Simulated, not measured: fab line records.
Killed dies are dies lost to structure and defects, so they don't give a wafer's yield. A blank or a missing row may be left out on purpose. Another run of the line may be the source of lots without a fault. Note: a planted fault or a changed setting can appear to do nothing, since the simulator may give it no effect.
fab line records :: flow nand-harc :: part 2 of 2: steps 27 to 32 of 32
[record]
  lots = 5
  wafers = 15
  last-day = 32
route steps=1302 shown A_WL_FILL@971 A_CONTACT@983
lots that met no fault: taken from a fault-free run of the same line
start-h: the number of hours between the record's first day and the start of the first shown wafer of the lot :: wait-h: time in hours since the lot's previous step :: " identical to the entry in the row above :: L1.1+2: several wafers, shown together as one row :: - no value present, or no start provided :: * or withheld: withheld :: < > ~ a bound
route shown NAME@n: names a module that has steps shown in the file, with the first one's number in the route :: usual: average and standard deviation across the fault-free wafers :: same: alike in all rows :: chamber/n: place in a boat :: sites: per-site readings :: _std_site: standard deviation across them :: _edge_site: inner sites' mean taken away from outer sites' mean :: radius-mm: for every site, how far away it sits from the centre of the wafer :: mask NAME#n: copy n :: behind: the last tool/chamber to shape the wafer :: hold: the reason the lot was held/the length of the hold in hours/how it ended :: device: names the non-switching transistor (n, p or np) :: end of line: at the end of the route, the tests of the same wafers :: a step with no rows: only its recipe :: killed: dies lost to structure and defects at the first sort, not the wafer's yield :: map: shows each die of a wafer: x if killed, . if not, _ if none is there
set.NAME: the setting the step ran with; set.NAME@STEP: the setting that earlier step ran with :: model.NAME: the simulator's own value behind a step, which no gauge read
lots at selected steps of the route; one table per step, one row per wafer
services: when a tool's chamber went out of use (start-h, in hours from the record's first day, below 0 if earlier), for how many hours, and the reason
[[steps]]
[step NHARC_A_CONTACT_ETCH_48]
[recipe]
  target-depth-a = 390
  over-etch-frac = 0.3
  time-s = 65
  ion-energy-ev = 80
  cf4-flow-sccm = 150
  ar-flow-sccm = 0
  rf-w = 300
  bias-w = 100
  chemistry = CF4
[usual]
  drypump-motor-current-A = 5.6/0.43
  oes-product-au = 1.000/0.012
  rf-vpp-V = 151.5/1.4
  showerhead-plenum-p-Torr = 1.80/0.083
  throttle-valve-pct = 13.284/0.0092
lot.wafer: L079.1
tool: rie-diel-07
chamber: 1
start-h: 553.15
wait-h: 0.1
drypump-motor-current-A: 5.5
oes-product-au: 0.994
rf-hours-counter-h: 24
rf-vpp-V: 149.5
showerhead-plenum-p-Torr: 1.65
throttle-valve-pct: 13.266

lot.wafer: L079.3
tool: rie-diel-07
chamber: 3
start-h: 553.15
wait-h: 0.1
drypump-motor-current-A: 5.8
oes-product-au: 0.995
rf-hours-counter-h: 27
rf-vpp-V: 151.9
showerhead-plenum-p-Torr: 1.85
throttle-valve-pct: 13.285

lot.wafer: L079.5
tool: rie-diel-07
chamber: 2
start-h: 553.15
wait-h: 0.1
drypump-motor-current-A: 5.9
oes-product-au: 0.991
rf-hours-counter-h: -
rf-vpp-V: 151.8
showerhead-plenum-p-Torr: 1.81
throttle-valve-pct: 13.277

lot.wafer: L089.3
tool: rie-diel-01
chamber: 0
start-h: 630.05
wait-h: 0.3
drypump-motor-current-A: 5.1
oes-product-au: 1.018
rf-hours-counter-h: 21
rf-vpp-V: 152.5
showerhead-plenum-p-Torr: 1.85
throttle-valve-pct: 13.285

lot.wafer: L089.1
tool: rie-diel-01
chamber: 1
start-h: 630.05
wait-h: 0.3
drypump-motor-current-A: 6.0
oes-product-au: 0.997
rf-hours-counter-h: 21
rf-vpp-V: 149.2
showerhead-plenum-p-Torr: 1.73
throttle-valve-pct: 13.281

lot.wafer: L089.5
tool: rie-diel-01
chamber: 0
start-h: 630.05
wait-h: 0.3
drypump-motor-current-A: 5.1
oes-product-au: 1.011
rf-hours-counter-h: -
rf-vpp-V: 152.7
showerhead-plenum-p-Torr: 1.85
throttle-valve-pct: 13.275

lot.wafer: L091.4
tool: rie-diel-01
chamber: 1
start-h: 640.10
wait-h: 0.1
drypump-motor-current-A: 6.0
oes-product-au: 1.014
rf-hours-counter-h: 27
rf-vpp-V: 148.3
showerhead-plenum-p-Torr: 1.72
throttle-valve-pct: 13.272

lot.wafer: L091.3
tool: rie-diel-01
chamber: 3
start-h: 640.10
wait-h: 0.1
drypump-motor-current-A: 4.9
oes-product-au: 0.997
rf-hours-counter-h: 23
rf-vpp-V: 148.9
showerhead-plenum-p-Torr: 1.67
throttle-valve-pct: 13.285

lot.wafer: L091.6
tool: rie-diel-01
chamber: 1
start-h: 640.10
wait-h: 0.1
drypump-motor-current-A: 6.0
oes-product-au: 1.006
rf-hours-counter-h: -
rf-vpp-V: 151.1
showerhead-plenum-p-Torr: 1.72
throttle-valve-pct: 13.287

lot.wafer: L093.2
tool: rie-diel-07
chamber: 3
start-h: 676.95
wait-h: 0.1
drypump-motor-current-A: 5.9
oes-product-au: 1.004
rf-hours-counter-h: 4
rf-vpp-V: 152.8
showerhead-plenum-p-Torr: 1.84
throttle-valve-pct: 13.273

lot.wafer: L093.4
tool: rie-diel-07
chamber: 2
start-h: 676.95
wait-h: 0.1
drypump-motor-current-A: 5.9
oes-product-au: 1.000
rf-hours-counter-h: 4
rf-vpp-V: 152.2
showerhead-plenum-p-Torr: 1.80
throttle-valve-pct: 13.275

lot.wafer: L093.5
tool: rie-diel-07
chamber: 0
start-h: 676.95
wait-h: 0.1
drypump-motor-current-A: 5.9
oes-product-au: 0.986
rf-hours-counter-h: -
rf-vpp-V: 152.1
showerhead-plenum-p-Torr: 1.86
throttle-valve-pct: 13.305

lot.wafer: L094.3
tool: rie-diel-12
chamber: 2
start-h: 688.00
wait-h: 0.1
drypump-motor-current-A: 5.0
oes-product-au: 1.012
rf-hours-counter-h: 8
rf-vpp-V: 149.4
showerhead-plenum-p-Torr: 1.65
throttle-valve-pct: 13.304

lot.wafer: L094.2
tool: rie-diel-12
chamber: 0
start-h: 688.00
wait-h: 0.1
drypump-motor-current-A: 5.3
oes-product-au: 0.989
rf-hours-counter-h: 7
rf-vpp-V: 151.0
showerhead-plenum-p-Torr: 1.83
throttle-valve-pct: 13.290

lot.wafer: L094.6
tool: rie-diel-12
chamber: 2
start-h: 688.00
wait-h: 0.1
drypump-motor-current-A: 5.1
oes-product-au: 1.007
rf-hours-counter-h: -
rf-vpp-V: 149.2
showerhead-plenum-p-Torr: 1.65
throttle-valve-pct: 13.286
[step NHARC_A_CONTACT_ETCH_49]
[recipe]
  target-depth-a = 2600
  over-etch-frac = 0.3
  time-s = 475.3
  ion-energy-ev = 200
  n2-flow-sccm = 150
  h2-flow-sccm = 150
  ar-flow-sccm = 0
  rf-w = 400
  bias-w = 150
  chemistry = N2/H2
[usual]
  drypump-motor-current-A = 5.6/0.43
  oes-product-au = 1.000/0.013
  rf-vpp-V = 431/3
  showerhead-plenum-p-Torr = 2.07/0.11
  throttle-valve-pct = 14.172/0.0091
lot.wafer: L079.1
tool: rie-diel-07
chamber: 2
start-h: -
wait-h: -
drypump-motor-current-A: 5.9
oes-product-au: 0.995
rf-hours-counter-h: 30
rf-vpp-V: 432
showerhead-plenum-p-Torr: 2.09
throttle-valve-pct: 14.187

lot.wafer: L079.3
tool: rie-diel-07
chamber: 1
start-h: -
wait-h: -
drypump-motor-current-A: 5.4
oes-product-au: 1.013
rf-hours-counter-h: 24
rf-vpp-V: 428
showerhead-plenum-p-Torr: 1.88
throttle-valve-pct: 14.163

lot.wafer: L079.5
tool: rie-diel-07
chamber: 2
start-h: -
wait-h: -
drypump-motor-current-A: 5.9
oes-product-au: 0.997
rf-hours-counter-h: -
rf-vpp-V: 430
showerhead-plenum-p-Torr: 2.09
throttle-valve-pct: 14.175

lot.wafer: L089.3
tool: rie-diel-01
chamber: 0
start-h: -
wait-h: -
drypump-motor-current-A: 5.2
oes-product-au: 1.013
rf-hours-counter-h: 21
rf-vpp-V: 432
showerhead-plenum-p-Torr: 2.15
throttle-valve-pct: 14.167

lot.wafer: L089.1
tool: rie-diel-01
chamber: 1
start-h: -
wait-h: -
drypump-motor-current-A: 6.0
oes-product-au: 0.996
rf-hours-counter-h: 21
rf-vpp-V: 429
showerhead-plenum-p-Torr: 1.98
throttle-valve-pct: 14.175

lot.wafer: L089.5
tool: rie-diel-01
chamber: 3
start-h: -
wait-h: -
drypump-motor-current-A: 5.0
oes-product-au: 0.985
rf-hours-counter-h: -
rf-vpp-V: 428
showerhead-plenum-p-Torr: 1.91
throttle-valve-pct: 14.164

lot.wafer: L091.4
tool: rie-diel-01
chamber: 1
start-h: -
wait-h: -
drypump-motor-current-A: 6.1
oes-product-au: 0.994
rf-hours-counter-h: 27
rf-vpp-V: 429
showerhead-plenum-p-Torr: 1.98
throttle-valve-pct: 14.157

lot.wafer: L091.3
tool: rie-diel-01
chamber: 2
start-h: -
wait-h: -
drypump-motor-current-A: 5.4
oes-product-au: 0.984
rf-hours-counter-h: 19
rf-vpp-V: 435
showerhead-plenum-p-Torr: 2.21
throttle-valve-pct: 14.170

lot.wafer: L091.6
tool: rie-diel-01
chamber: 3
start-h: -
wait-h: -
drypump-motor-current-A: 4.9
oes-product-au: 0.993
rf-hours-counter-h: -
rf-vpp-V: 427
showerhead-plenum-p-Torr: 1.91
throttle-valve-pct: 14.188

lot.wafer: L093.4
tool: rie-diel-07
chamber: 1
start-h: -
wait-h: -
drypump-motor-current-A: 5.4
oes-product-au: 0.978
rf-hours-counter-h: 6
rf-vpp-V: 435
showerhead-plenum-p-Torr: 2.22
throttle-valve-pct: 14.178

lot.wafer: L093.2
tool: rie-diel-07
chamber: 2
start-h: -
wait-h: -
drypump-motor-current-A: 5.9
oes-product-au: 0.997
rf-hours-counter-h: 4
rf-vpp-V: 431
showerhead-plenum-p-Torr: 2.08
throttle-valve-pct: 14.167

lot.wafer: L093.5
tool: rie-diel-07
chamber: 1
start-h: -
wait-h: -
drypump-motor-current-A: 5.5
oes-product-au: 0.980
rf-hours-counter-h: -
rf-vpp-V: 435
showerhead-plenum-p-Torr: 2.22
throttle-valve-pct: 14.180

lot.wafer: L094.3
tool: rie-diel-12
chamber: 2
start-h: -
wait-h: -
drypump-motor-current-A: 5.1
oes-product-au: 1.020
rf-hours-counter-h: 8
rf-vpp-V: 427
showerhead-plenum-p-Torr: 1.89
throttle-valve-pct: 14.172

lot.wafer: L094.2
tool: rie-diel-12
chamber: 1
start-h: -
wait-h: -
drypump-motor-current-A: 5.9
oes-product-au: 0.994
rf-hours-counter-h: 8
rf-vpp-V: 432
showerhead-plenum-p-Torr: 2.14
throttle-valve-pct: 14.176

lot.wafer: L094.6
tool: rie-diel-12
chamber: 2
start-h: -
wait-h: -
drypump-motor-current-A: 5.1
oes-product-au: 1.026
rf-hours-counter-h: -
rf-vpp-V: 426
showerhead-plenum-p-Torr: 1.89
throttle-valve-pct: 14.174
[step NHARC_A_CONTACT_ETCH_50]
[recipe]
  target-depth-a = 1210
  time-s = 60.5
  cf4-flow-sccm = 100
  chf3-flow-sccm = 30
  ar-flow-sccm = 0
  rf-w = 500
  bias-w = 200
  chemistry = CF4/CHF3
[usual]
  drypump-motor-current-A = 5.6/0.43
  oes-product-au = 0.949/0.024
  rf-vpp-V = 371.1/2.8
  showerhead-plenum-p-Torr = 1.59/0.078
  throttle-valve-pct = 16.802/0.0089
lot.wafer: L079.3
tool: rie-diel-07
chamber: 2
start-h: -
wait-h: -
drypump-motor-current-A: 5.9
oes-product-au: 0.921
rf-hours-counter-h: 30
rf-vpp-V: 371.2
showerhead-plenum-p-Torr: 1.61
throttle-valve-pct: 16.798

lot.wafer: L079.1
tool: rie-diel-07
chamber: 3
start-h: -
wait-h: -
drypump-motor-current-A: 5.8
oes-product-au: 0.923
rf-hours-counter-h: 27
rf-vpp-V: 370.7
showerhead-plenum-p-Torr: 1.65
throttle-valve-pct: 16.819

lot.wafer: L079.5
tool: rie-diel-07
chamber: 2
start-h: -
wait-h: -
drypump-motor-current-A: 5.9
oes-product-au: 0.920
rf-hours-counter-h: -
rf-vpp-V: 372.3
showerhead-plenum-p-Torr: 1.61
throttle-valve-pct: 16.803

lot.wafer: L089.3
tool: rie-diel-01
chamber: 3
start-h: -
wait-h: -
drypump-motor-current-A: 4.9
oes-product-au: 0.938
rf-hours-counter-h: 20
rf-vpp-V: 366.4
showerhead-plenum-p-Torr: 1.48
throttle-valve-pct: 16.792

lot.wafer: L089.1
tool: rie-diel-01
chamber: 0
start-h: -
wait-h: -
drypump-motor-current-A: 5.1
oes-product-au: 0.948
rf-hours-counter-h: 22
rf-vpp-V: 373.6
showerhead-plenum-p-Torr: 1.65
throttle-valve-pct: 16.810

lot.wafer: L089.5
tool: rie-diel-01
chamber: 2
start-h: -
wait-h: -
drypump-motor-current-A: 5.4
oes-product-au: 0.925
rf-hours-counter-h: -
rf-vpp-V: 375.5
showerhead-plenum-p-Torr: 1.70
throttle-valve-pct: 16.793

lot.wafer: L091.4
tool: rie-diel-01
chamber: 1
start-h: -
wait-h: -
drypump-motor-current-A: 6.0
oes-product-au: 0.987
rf-hours-counter-h: 27
rf-vpp-V: 370.9
showerhead-plenum-p-Torr: 1.53
throttle-valve-pct: 16.803

lot.wafer: L091.3
tool: rie-diel-01
chamber: 2
start-h: -
wait-h: -
drypump-motor-current-A: 5.4
oes-product-au: 0.961
rf-hours-counter-h: 20
rf-vpp-V: 374.1
showerhead-plenum-p-Torr: 1.69
throttle-valve-pct: 16.802

lot.wafer: L091.6
tool: rie-diel-01
chamber: 2
start-h: -
wait-h: -
drypump-motor-current-A: 5.4
oes-product-au: 0.961
rf-hours-counter-h: -
rf-vpp-V: 374.9
showerhead-plenum-p-Torr: 1.70
throttle-valve-pct: 16.809

lot.wafer: L093.2
tool: rie-diel-07
chamber: 2
start-h: -
wait-h: -
drypump-motor-current-A: 5.9
oes-product-au: 0.969
rf-hours-counter-h: 4
rf-vpp-V: 371.0
showerhead-plenum-p-Torr: 1.60
throttle-valve-pct: 16.798

lot.wafer: L093.4
tool: rie-diel-07
chamber: 0
start-h: -
wait-h: -
drypump-motor-current-A: 5.9
oes-product-au: 0.950
rf-hours-counter-h: 6
rf-vpp-V: 373.1
showerhead-plenum-p-Torr: 1.65
throttle-valve-pct: 16.811

lot.wafer: L093.5
tool: rie-diel-07
chamber: 2
start-h: -
wait-h: -
drypump-motor-current-A: 5.9
oes-product-au: 0.971
rf-hours-counter-h: -
rf-vpp-V: 370.8
showerhead-plenum-p-Torr: 1.60
throttle-valve-pct: 16.802

lot.wafer: L094.2
tool: rie-diel-12
chamber: 1
start-h: -
wait-h: -
drypump-motor-current-A: 5.9
oes-product-au: 0.951
rf-hours-counter-h: 8
rf-vpp-V: 373.3
showerhead-plenum-p-Torr: 1.65
throttle-valve-pct: 16.794

lot.wafer: L094.3
tool: rie-diel-12
chamber: 3
start-h: -
wait-h: -
drypump-motor-current-A: 6.3
oes-product-au: 0.984
rf-hours-counter-h: 6
rf-vpp-V: 372.1
showerhead-plenum-p-Torr: 1.64
throttle-valve-pct: 16.794

lot.wafer: L094.6
tool: rie-diel-12
chamber: 1
start-h: -
wait-h: -
drypump-motor-current-A: 5.9
oes-product-au: 0.944
rf-hours-counter-h: -
rf-vpp-V: 374.6
showerhead-plenum-p-Torr: 1.65
throttle-valve-pct: 16.786
[step NHARC_A_CONTACT_ETCH_51]
[recipe]
  target-depth-a = 70000
  over-etch-frac = 0.3
  time-s = 1820
  ion-energy-ev = 150
  o2-flow-sccm = 400
  cos-flow-sccm = 20
  ar-flow-sccm = 0
  rf-w = 500
  bias-w = 300
  chemistry = O2/COS
[usual]
  drypump-motor-current-A = 5.6/0.43
  oes-product-au = 0.999/0.012
  rf-vpp-V = 314.7/2.4
  showerhead-plenum-p-Torr = 3.16/0.16
  throttle-valve-pct = 28.331/0.0099
lot.wafer: L079.3
tool: rie-diel-07
chamber: 1
start-h: -
wait-h: -
drypump-motor-current-A: 5.5
oes-product-au: 1.003
rf-hours-counter-h: 24
rf-vpp-V: 311.9
showerhead-plenum-p-Torr: 2.90
throttle-valve-pct: 28.353

lot.wafer: L079.1
tool: rie-diel-07
chamber: 0
start-h: -
wait-h: -
drypump-motor-current-A: 5.9
oes-product-au: 0.991
rf-hours-counter-h: 28
rf-vpp-V: 315.6
showerhead-plenum-p-Torr: 3.30
throttle-valve-pct: 28.338

lot.wafer: L079.5
tool: rie-diel-07
chamber: 1
start-h: -
wait-h: -
drypump-motor-current-A: 5.5
oes-product-au: 1.018
rf-hours-counter-h: -
rf-vpp-V: 311.8
showerhead-plenum-p-Torr: 2.90
throttle-valve-pct: 28.329

lot.wafer: L089.3
tool: rie-diel-01
chamber: 2
start-h: -
wait-h: -
drypump-motor-current-A: 5.4
oes-product-au: 0.973
rf-hours-counter-h: 16
rf-vpp-V: 318.7
showerhead-plenum-p-Torr: 3.36
throttle-valve-pct: 28.334

lot.wafer: L089.1
tool: rie-diel-01
chamber: 0
start-h: -
wait-h: -
drypump-motor-current-A: 5.2
oes-product-au: 1.013
rf-hours-counter-h: 22
rf-vpp-V: 316.9
showerhead-plenum-p-Torr: 3.27
throttle-valve-pct: 28.328

lot.wafer: L089.5
tool: rie-diel-01
chamber: 3
start-h: -
wait-h: -
drypump-motor-current-A: 4.9
oes-product-au: 0.987
rf-hours-counter-h: -
rf-vpp-V: 312.2
showerhead-plenum-p-Torr: 2.95
throttle-valve-pct: 28.346

lot.wafer: L091.4
tool: rie-diel-01
chamber: 1
start-h: -
wait-h: -
drypump-motor-current-A: 6.1
oes-product-au: 1.003
rf-hours-counter-h: 28
rf-vpp-V: 313.5
showerhead-plenum-p-Torr: 3.04
throttle-valve-pct: 28.328

lot.wafer: L091.3
tool: rie-diel-01
chamber: 3
start-h: -
wait-h: -
drypump-motor-current-A: 5.0
oes-product-au: 0.989
rf-hours-counter-h: 24
rf-vpp-V: 310.7
showerhead-plenum-p-Torr: 2.94
throttle-valve-pct: 28.334

lot.wafer: L091.6
tool: rie-diel-01
chamber: 0
start-h: -
wait-h: -
drypump-motor-current-A: 5.1
oes-product-au: 1.009
rf-hours-counter-h: -
rf-vpp-V: 317.1
showerhead-plenum-p-Torr: 3.27
throttle-valve-pct: 28.339

lot.wafer: L093.4
tool: rie-diel-07
chamber: 1
start-h: -
wait-h: -
drypump-motor-current-A: 5.5
oes-product-au: 1.001
rf-hours-counter-h: 6
rf-vpp-V: 317.6
showerhead-plenum-p-Torr: 3.37
throttle-valve-pct: 28.343

lot.wafer: L093.2
tool: rie-diel-07
chamber: 2
start-h: -
wait-h: -
drypump-motor-current-A: 5.9
oes-product-au: 0.999
rf-hours-counter-h: 4
rf-vpp-V: 314.7
showerhead-plenum-p-Torr: 3.18
throttle-valve-pct: 28.346

lot.wafer: L093.5
tool: rie-diel-07
chamber: 1
start-h: -
wait-h: -
drypump-motor-current-A: 5.5
oes-product-au: 1.000
rf-hours-counter-h: -
rf-vpp-V: 317.6
showerhead-plenum-p-Torr: 3.37
throttle-valve-pct: 28.307

lot.wafer: L094.2
tool: rie-diel-12
chamber: 0
start-h: -
wait-h: -
drypump-motor-current-A: 5.4
oes-product-au: 1.003
rf-hours-counter-h: 8
rf-vpp-V: 315.3
showerhead-plenum-p-Torr: 3.23
throttle-valve-pct: 28.328

lot.wafer: L094.3
tool: rie-diel-12
chamber: 1
start-h: -
wait-h: -
drypump-motor-current-A: 5.9
oes-product-au: 0.990
rf-hours-counter-h: 9
rf-vpp-V: 316.3
showerhead-plenum-p-Torr: 3.27
throttle-valve-pct: 28.324

lot.wafer: L094.6
tool: rie-diel-12
chamber: 2
start-h: -
wait-h: -
drypump-motor-current-A: 5.1
oes-product-au: 1.020
rf-hours-counter-h: -
rf-vpp-V: 310.1
showerhead-plenum-p-Torr: 2.92
throttle-valve-pct: 28.339
[step NHARC_A_CONTACT_ETCH_111]
[recipe]
  source-w = withheld
  pressure-mtorr = 20
  bias-v = withheld
  time-s = 140
  target-depth-a = 7000
  ar-flow-sccm = withheld
  c4f8-flow-sccm = withheld
  o2-flow-sccm = withheld
  chemistry = C4F8/O2/Ar
lot.wafer: L079.1
tool: har-cap-etch-01
chamber: 1
start-h: 554.88
wait-h: -
rf-hours-counter-h: 7

lot.wafer: L079.3
tool: har-cap-etch-01
chamber: 0
start-h: 554.88
wait-h: -
rf-hours-counter-h: -

lot.wafer: L079.5
tool: har-cap-etch-01
chamber: 1
start-h: 554.88
wait-h: -
rf-hours-counter-h: -

lot.wafer: L089.1
tool: har-cap-etch-02
chamber: 1
start-h: 633.03
wait-h: -
rf-hours-counter-h: 109

lot.wafer: L089.3
tool: har-cap-etch-02
chamber: 0
start-h: 633.03
wait-h: -
rf-hours-counter-h: -

lot.wafer: L089.5
tool: har-cap-etch-02
chamber: 0
start-h: 633.03
wait-h: -
rf-hours-counter-h: -

lot.wafer: L091.4
tool: har-cap-etch-02
chamber: 1
start-h: 642.36
wait-h: -
rf-hours-counter-h: -

lot.wafer: L091.3
tool: har-cap-etch-02
chamber: 0
start-h: 642.36
wait-h: -
rf-hours-counter-h: -

lot.wafer: L091.6
tool: har-cap-etch-02
chamber: 1
start-h: 642.36
wait-h: -
rf-hours-counter-h: -

lot.wafer: L093.2
tool: har-cap-etch-03
chamber: 1
start-h: 678.73
wait-h: -
rf-hours-counter-h: 72

lot.wafer: L093.4
tool: har-cap-etch-03
chamber: 1
start-h: 678.73
wait-h: -
rf-hours-counter-h: -

lot.wafer: L093.5
tool: har-cap-etch-03
chamber: 0
start-h: 678.73
wait-h: -
rf-hours-counter-h: -

lot.wafer: L094.2
tool: har-cap-etch-02
chamber: 0
start-h: 689.77
wait-h: -
rf-hours-counter-h: 118

lot.wafer: L094.3
tool: har-cap-etch-02
chamber: 0
start-h: 689.77
wait-h: -
rf-hours-counter-h: -

lot.wafer: L094.6
tool: har-cap-etch-02
chamber: 0
start-h: 689.77
wait-h: -
rf-hours-counter-h: -
[step NHARC_A_CONTACT_ETCH_112]
[recipe]
  source-w = withheld
  pressure-mtorr = 20
  bias-v = 3000
  time-s = 190
  target-depth-a = 18500
  ar-flow-sccm = withheld
  c4f8-flow-sccm = withheld
  o2-flow-sccm = withheld
  chemistry = C4F8/O2/Ar
lot.wafer: L079.1
tool: har-cap-etch-01
chamber: 1
start-h: 555.08
wait-h: 0.2
rf-hours-counter-h: 7

lot.wafer: L079.3
tool: har-cap-etch-01
chamber: 0
start-h: 555.08
wait-h: 0.2
rf-hours-counter-h: -

lot.wafer: L079.5
tool: har-cap-etch-01
chamber: 1
start-h: 555.08
wait-h: 0.2
rf-hours-counter-h: -

lot.wafer: L089.1
tool: har-cap-etch-02
chamber: 1
start-h: 633.22
wait-h: 0.2
rf-hours-counter-h: 109

lot.wafer: L089.3
tool: har-cap-etch-02
chamber: 0
start-h: 633.22
wait-h: 0.2
rf-hours-counter-h: -

lot.wafer: L089.5
tool: har-cap-etch-02
chamber: 0
start-h: 633.22
wait-h: 0.2
rf-hours-counter-h: -

lot.wafer: L091.4
tool: har-cap-etch-02
chamber: 1
start-h: 642.55
wait-h: 0.2
rf-hours-counter-h: -

lot.wafer: L091.3
tool: har-cap-etch-02
chamber: 0
start-h: 642.55
wait-h: 0.2
rf-hours-counter-h: -

lot.wafer: L091.6
tool: har-cap-etch-02
chamber: 1
start-h: 642.55
wait-h: 0.2
rf-hours-counter-h: -

lot.wafer: L093.2
tool: har-cap-etch-03
chamber: 1
start-h: 678.99
wait-h: 0.2
rf-hours-counter-h: 73

lot.wafer: L093.4
tool: har-cap-etch-03
chamber: 1
start-h: 678.99
wait-h: 0.2
rf-hours-counter-h: -

lot.wafer: L093.5
tool: har-cap-etch-03
chamber: 0
start-h: 678.99
wait-h: 0.2
rf-hours-counter-h: -

lot.wafer: L094.2
tool: har-cap-etch-02
chamber: 0
start-h: 690.03
wait-h: 0.2
rf-hours-counter-h: 119

lot.wafer: L094.3
tool: har-cap-etch-02
chamber: 0
start-h: 690.03
wait-h: 0.2
rf-hours-counter-h: -

lot.wafer: L094.6
tool: har-cap-etch-02
chamber: 0
start-h: 690.03
wait-h: 0.2
rf-hours-counter-h: -
[[services]]
tool: litho-track-06
chamber: -
start-h: 529.00
hours: 7.0
kind: pm

tool: rie-diel-07
chamber: 1
start-h: 533.96
hours: 17.1
kind: repair

tool: pecvd-02
chamber: -
start-h: 535.39
hours: 1.4
kind: repair

tool: cvd-w-01
chamber: -
start-h: 547.00
hours: 13.0
kind: pm

tool: pecvd-03
chamber: -
start-h: 547.09
hours: 13.0
kind: pm

tool: litho-track-04
chamber: -
start-h: 553.00
hours: 7.0
kind: pm

tool: rie-diel-01
chamber: -
start-h: 558.53
hours: 9.0
kind: pm

tool: wet-bench-07
chamber: -
start-h: 559.16
hours: 1.1
kind: repair

tool: pecvd-02
chamber: -
start-h: 571.25
hours: 1.3
kind: repair

tool: wet-bench-04
chamber: -
start-h: 579.20
hours: 8.0
kind: pm

tool: pecvd-02
chamber: -
start-h: 589.12
hours: 13.0
kind: pm

tool: rie-diel-07
chamber: 3
start-h: 592.66
hours: 15.5
kind: repair

tool: cmp-04
chamber: -
start-h: 601.08
hours: 4.0
kind: pm

tool: pecvd-03
chamber: 2
start-h: 610.59
hours: 5.0
kind: repair

tool: rie-diel-12
chamber: -
start-h: 622.41
hours: 9.0
kind: pm

tool: rie-diel-07
chamber: 1
start-h: 627.64
hours: 3.5
kind: repair

tool: pecvd-03
chamber: 1
start-h: 638.90
hours: 6.7
kind: repair

tool: rie-diel-12
chamber: -
start-h: 640.97
hours: 1.3
kind: repair

tool: cvd-w-01
chamber: 0
start-h: 648.61
hours: 2.1
kind: repair

tool: rie-diel-07
chamber: -
start-h: 649.85
hours: 9.0
kind: pm

tool: rie-diel-12
chamber: 0
start-h: 654.26
hours: 5.0
kind: repair

tool: rie-diel-12
chamber: 3
start-h: 655.28
hours: 10.7
kind: repair

tool: pecvd-03
chamber: 1
start-h: 668.18
hours: 3.3
kind: repair

tool: litho-track-01
chamber: -
start-h: 680.00
hours: 7.0
kind: pm
